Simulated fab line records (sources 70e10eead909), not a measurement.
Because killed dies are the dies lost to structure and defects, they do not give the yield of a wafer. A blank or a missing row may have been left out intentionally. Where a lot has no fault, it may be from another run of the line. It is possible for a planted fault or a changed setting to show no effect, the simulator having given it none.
Chamber matching    flow nand-harc    4 sister chambers for NHARC_A_WL_FILL_ALD_02 on ald-metal-04
The step deposits TiN, target thk 2 nm, pulse time 3 s, ald cycles 100. 4 wafers are shown with their chamber, then 12 later ones without.

## WAFERS PAIRED WITH THEIR CHAMBERS
wafer   chamber  heater-power-w (W)
L088.6  3        1247
L093.1  1        861
L093.2  2        1077
L093.3  0        1156

## WAFERS WITHOUT THEIR CHAMBER
wafer   heater-power-w (W)
L093.4  1263
L093.5  1164
L093.6  877
L091.1  1165
L091.3  1103
L091.4  883
L094.2  1263
L094.3  1159
L094.4  1072
L096.1  1163
L096.5  1127
L096.6  1251

## CHAMBER TAKEN BY EACH
wafer   from the rows above      in truth
L093.4  3                        3
L093.5  0                        0
L093.6  1                        1
L091.1  0                        0
L091.3  can't be placed: 2 or 0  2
L091.4  1                        1
L094.2  3                        3
L094.3  0                        0
L094.4  2                        2
L096.1  0                        0
L096.5  can't be placed: 0 or 2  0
L096.6  3                        3
Correctly placed: 10 of 12. Can't be placed from these rows: 2 (the true chamber is among the candidates in 2). Wrongly placed: 0.
How it was worked out, from the rows above alone: a wafer's distance from a chamber is the root of the sum, over the readings, of the square of ((its reading less the chamber's mean) divided by the reading's scatter). The wafer belongs to the nearest chamber; if the next one is less than 2 further off, it can't be placed. A chamber's mean is the mean of its shown wafers. The scatter: with one shown wafer a chamber, the root of the mean of the squares of how far each hidden wafer lies from its nearest shown one.
